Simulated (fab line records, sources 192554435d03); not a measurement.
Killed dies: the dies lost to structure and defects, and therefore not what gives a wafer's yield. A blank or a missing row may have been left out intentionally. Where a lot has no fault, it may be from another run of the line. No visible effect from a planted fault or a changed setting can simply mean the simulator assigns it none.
A struck lot beside a sound one    flow n5_finfet    41 steps out of a route of 1938
Sound: these wafers, L693.2, L693.3, L693.5. Struck: wafer L689.6. Last of all comes the cause.
Order at every step that has rows: each side's tool, ch and its chambers, its first start. Under that, the readings that differ: sound wafers    struck wafers    difference of the means    sigmas: that difference in standard deviations of wafers without a fault.
alike: readings with means less than 2 such deviations apart, plus words and numbers identical on both sides. not compared: withheld readings, readings lacking a value on some wafer, bounds such as >300 that could conceal the same value, and numbers that have no deviation in the record and whose values overlap.
The two part at a step that has a row with sigmas, a row that says differs or no value, or rows on one side only. Numbers that have no deviation but don't overlap get no sigmas and don't part them. A reading missing from all wafers of one side parts the sides only when that side holds two or more wafers.

N5_BEOL_M7_CD_MEAS_35: the cd target is 40 nm.
  sound: cd_sem-02 at day 13 02:29; struck: cd_sem-02 at day 11 19:36
  alike: cd_nm
N5_BEOL_M7_CURE_75: cures SiCOH lowk, time 120 s.
  sound on uv_cure-01 ch 1, day 13 02:35; struck on uv_cure-03 ch 2, day 11 19:53
  alike: lamp_power_pct, wafer_temp_C_max
then, 7 steps without rows for these wafers: N5_BEOL_M7_DEGAS_44 (time 60 s); N5_BEOL_M7_PRE_CLEAN_45 (time 30 s); N5_BEOL_M7_ALD_77 (deposits TaN, target thk 2 nm, pulse time 2 s, purge time 3 s); N5_BEOL_M7_SURFACE_TREAT_79; N5_BEOL_M7_CVD_78 (deposits Co from CCTBA/H2, target thk 2 nm, time 142.3 s); N5_BEOL_M7_SPUTTER_48 (material Cu, target thk 10 nm, time 1.667 s); N5_BEOL_M7_ECD_50 (material Cu, target thk 300 nm).
N5_BEOL_M7_ANNEAL_51: time 90 s.
  sound on rtp_anneal-01 ch 0, day 13 03:55; struck on rtp_anneal-01 ch 0, day 11 21:35
  alike: wafer_temp_C_max
then, 1 step without rows for these wafers: N5_BEOL_M7_CMP_52 (polishes, stops on SiCOH lowk, t overpolish 6.9 s, target thk 80 nm).
N5_BEOL_M7_THK_MEAS_53: measures by xrf.
  sound: film_metro-01 at day 13 04:28; struck: film_metro-01 at day 11 21:58
  alike: M7_THK
N5_BEOL_M7_PRE_CLEAN_55: time 15 s.
  sound on pecvd-04 ch 0,1,2, day 13 04:30; struck on pecvd-01 ch 1, day 11 22:01
N5_BEOL_M7_DEP_56: deposits SiCN from 3MS/NH3, target thk 10 nm, time 17.5 s.
  sound on pecvd-04 ch 0,1,2, day 13 04:32; struck on pecvd-01 ch 1, day 11 22:02
  alike: showerhead_plenum_p_Torr, throttle_valve_pct
N5_BEOL_M7_RS_MEAS_57: measures by four-point-probe.
  sound: film_metro-02 at day 13 04:36; struck: film_metro-01 at day 11 22:06
  alike: M7_RS
N5_BEOL_M8_ILD_DEP_00: deposits SiCOH lowk from DEMS/porogen, target thk 179.75 nm, time 33.4 s.
  sound on pecvd-03 ch 2, day 13 04:40; struck on pecvd-03 ch 1, day 11 22:11
reading             sound        struck  difference  sigmas
heater_power_w (W)  253 259 268  337     +77         +2
  alike: heater_power_outer_w, showerhead_plenum_p_Torr, throttle_valve_pct
N5_BEOL_M8_CURE_74: cures SiCOH lowk, time 240 s.
  sound on uv_cure-02 ch 0, day 13 04:49; struck on uv_cure-02 ch 0, day 11 23:01
  alike: lamp_power_pct, wafer_temp_C_max
N5_BEOL_M8_THK_MEAS_01:
  sound: film_metro-01 at day 13 05:16; struck: film_metro-02 at day 11 23:13
  alike: M8_ILD_THK
then, 10 steps without rows for these wafers: N5_BEOL_M8_PECVD_70 (deposits SiO2 from TEOS/O2, target thk 20 nm, time 22.7 s); N5_BEOL_M8_HM_DEP_02 (deposits TiN, target thk 20 nm); N5_BEOL_M8_COAT_59 (time 60 s, resist thk 100 nm); N5_BEOL_M8_COAT_60 (time 60 s, resist thk 35 nm); N5_BEOL_M8_COAT_05 (resist thk 90 nm); N5_BEOL_M8_EBR_07; N5_BEOL_M8_SOFTBAKE_06 (time 60 s); N5_BEOL_M8_EXPOSE_08 (exposes mask M8); N5_BEOL_M8_PEB_09 (peb time 60 s); N5_BEOL_M8_DEVELOP_10 (develop time 30 s).
N5_BEOL_M8_CD_MEAS_11: the cd target is 38.5 nm.
  sound on cd_sem-01 ch 0, day 13 06:18; struck on cd_sem-02 ch 0, day 11 23:49
  alike: cd_nm
N5_BEOL_M8_OVL_MEAS_12:
  sound on overlay-01 ch 0, day 13 06:20; struck on overlay-02 ch 0, day 11 23:50
  alike: M8_OVL
then, 7 steps without rows for these wafers: N5_BEOL_M8_DESCUM_16 (chemistry O2, time 7.9 s); N5_BEOL_M8_ETCH_61 (etches SiARC in CF4, target depth 45.5 nm, time 75.8 s); N5_BEOL_M8_ETCH_62 (etches SOC in N2/H2, target depth 110 nm, overetch 22 nm, time 165 s); N5_BEOL_M8_STRIP_68 (strips in N2/H2); N5_BEOL_M8_STRIP_67 (strips in CF4); N5_BEOL_M8_HM_OPEN_17 (chemistry Cl2/BCl3, target TiN, target depth 20 nm, overetch 6 nm); N5_BEOL_M8_STRIP_19 (strips in O2).
N5_BEOL_M8_CD_MEAS_18: pitch 80 nm, target cd 40 nm.
  sound: cd_sem-02 at day 13 07:19; struck: cd_sem-03 at day 12 00:44
  alike: cd_nm
then, 2 steps without rows for these wafers: N5_BEOL_M8_COAT_63 (time 60 s, resist thk 60 nm); N5_BEOL_M8_COAT_64 (time 60 s, resist thk 12 nm).
-- a jump in the record: the struck wafers' starts before and after are 3 days apart (it breaks off in module BEOL_M8 and resumes in module PASSIVATION, where the first step shown is number 1936 of the route) --
N5_PASSIVATION_PROBE_49:
  only the struck wafers here have rows in the record (prober-01, day 15 00:21); the sound ones have none

== WHERE THEY PART ==
At N5_BEOL_M8_ILD_DEP_00 first; at N5_PASSIVATION_PROBE_49 last (within this record only).

WHY: what had been put in by the simulator
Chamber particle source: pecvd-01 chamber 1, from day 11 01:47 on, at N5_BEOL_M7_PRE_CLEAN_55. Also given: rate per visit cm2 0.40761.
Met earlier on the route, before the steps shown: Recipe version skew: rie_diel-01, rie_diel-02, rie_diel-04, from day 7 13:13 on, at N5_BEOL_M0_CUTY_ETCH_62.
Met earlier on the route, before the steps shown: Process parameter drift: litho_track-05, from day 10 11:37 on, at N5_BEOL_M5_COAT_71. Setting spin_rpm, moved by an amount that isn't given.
